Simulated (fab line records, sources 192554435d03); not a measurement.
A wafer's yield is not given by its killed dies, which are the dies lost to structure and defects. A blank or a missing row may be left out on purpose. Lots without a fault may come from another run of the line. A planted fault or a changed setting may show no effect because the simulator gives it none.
Split-lot study + flow n5-finfet + 21 wafers read from 7 lots, route of 1938 steps

== THE SPLIT ITSELF ==
At N5_MIM_BOT_SPUTTER_00 (material TiN, target thk 35 nm, time 89.7 s), the setting time-s was moved away from the recipe's 89.7 s on 6 of the 21 wafers read, by -12.5% to +11.4%. For the rest of the wafers, this setting stayed at what the recipe calls for.

The split's own step is where the reading is taken.

== THE READING ==
TiN_of_MIM_BOT_SPUTTER_00.thk-nm (the simulator's own value, which no gauge read), in nm, at N5_MIM_BOT_SPUTTER_00 (material TiN, target thk 35 nm, time 89.7 s). No usual value for it is given in the file. Across the 15 wafers here that went through the recipe, the average is 35.1 nm and the standard deviation 0.35 nm.

| wafer  | tool, chamber at the split | time-s as run, s | against the recipe | TiN_of_MIM_BOT_SPUTTER_00.thk-nm, nm | against lot-mates on the recipe |
|--------|----------------------------|------------------|--------------------|--------------------------------------|---------------------------------|
| L074.2 | pvd-sputter-03, -          | 89.7             | recipe             | 35.6                                 | -                               |
| L074.4 | pvd-sputter-03, -          | 89.7             | recipe             | 35                                   | -                               |
| L074.6 | pvd-sputter-03, -          | 89.7             | recipe             | 35.4                                 | -                               |
| L075.1 | pvd-sputter-03, -          | 89.7             | recipe             | 34.8                                 | -                               |
| L075.3 | pvd-sputter-03, -          | 78.51            | -12.5%             | 31.2                                 | -3.7                            |
| L075.6 | pvd-sputter-03, -          | 89.7             | recipe             | 35                                   | -                               |
| L077.3 | pvd-sputter-03, -          | 89.7             | recipe             | 35.2                                 | -                               |
| L077.4 | pvd-sputter-03, -          | 93.41            | +4.1%              | 37                                   | +1.8                            |
| L077.6 | pvd-sputter-03, -          | 93.41            | +4.1%              | 36.8                                 | +1.6                            |
| L082.1 | pvd-sputter-01, -          | 94.18            | +5.0%              | 37.2                                 | +1.6                            |
| L082.2 | pvd-sputter-01, -          | 89.7             | recipe             | 35.6                                 | -                               |
| L082.3 | pvd-sputter-01, -          | 89.7             | recipe             | 35.6                                 | -                               |
| L086.2 | pvd-sputter-01, -          | 89.7             | recipe             | 34.6                                 | -                               |
| L086.5 | pvd-sputter-01, -          | 89.7             | recipe             | 34.8                                 | -                               |
| L086.6 | pvd-sputter-01, -          | 89.7             | recipe             | 35.6                                 | -                               |
| L090.1 | pvd-sputter-01, -          | 89.7             | recipe             | 35                                   | -                               |
| L090.3 | pvd-sputter-01, -          | 99.9             | +11.4%             | 39.2                                 | +4.2                            |
| L090.5 | pvd-sputter-01, -          | 99.9             | +11.4%             | 38.8                                 | +3.8                            |
| L092.1 | pvd-sputter-02, -          | 89.7             | recipe             | 34.8                                 | -                               |
| L092.4 | pvd-sputter-02, -          | 89.7             | recipe             | 34.8                                 | -                               |
| L092.5 | pvd-sputter-02, -          | 89.7             | recipe             | 34.8                                 | -                               |

THE FIT
A straight line over all 21 wafers: TiN_of_MIM_BOT_SPUTTER_00.thk-nm changes by +0.34 nm for each +1% of time-s; r = +0.98; the points scatter about the line by 0.35 nm.
The same after taking each lot's own level away (the mean of its wafers on the recipe; 21 wafers): +0.333 nm for each +1%; r = +0.99; scatter 0.26 nm.
On that fit, the largest move of time-s shifts the reading by 4.2 nm.
Across the lots, their own levels run from 34.80 to 35.60 nm, a range of 2.3 times the standard deviation given above.
Hence the lot-to-lot level has little effect on the slope; both slopes agree.
Check: with one of the wafers moved furthest among these (-12.5%) left out of the fit, the line predicts -4.41 nm for it against its lot-mates. Against them it came out at -3.7 nm.

== FURTHER SPLITS ON THESE WAFERS ==
These wafers also went through other splits before the reading. Each is held against what the fit with the lots' levels taken away leaves over:
| other split on the same wafers | wafers away from the commonest value | r with TiN_of_MIM_BOT_SPUTTER_00.thk-nm (lot level and that fit taken away) |
|--------------------------------|--------------------------------------|-----------------------------------------------------------------------------|
| N5_BEOL_M13_EXPOSE_07 dose-mj  | 7                                    | -0.03                                                                       |
| N5_BEOL_M14_SPUTTER_43 power-w | 6                                    | +0.12                                                                       |

== THE FILE'S OWN FIT ==
TiN_of_MIM_BOT_SPUTTER_00.thk-nm changes by +0.326 nm for each +1% of time-s, r = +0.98.
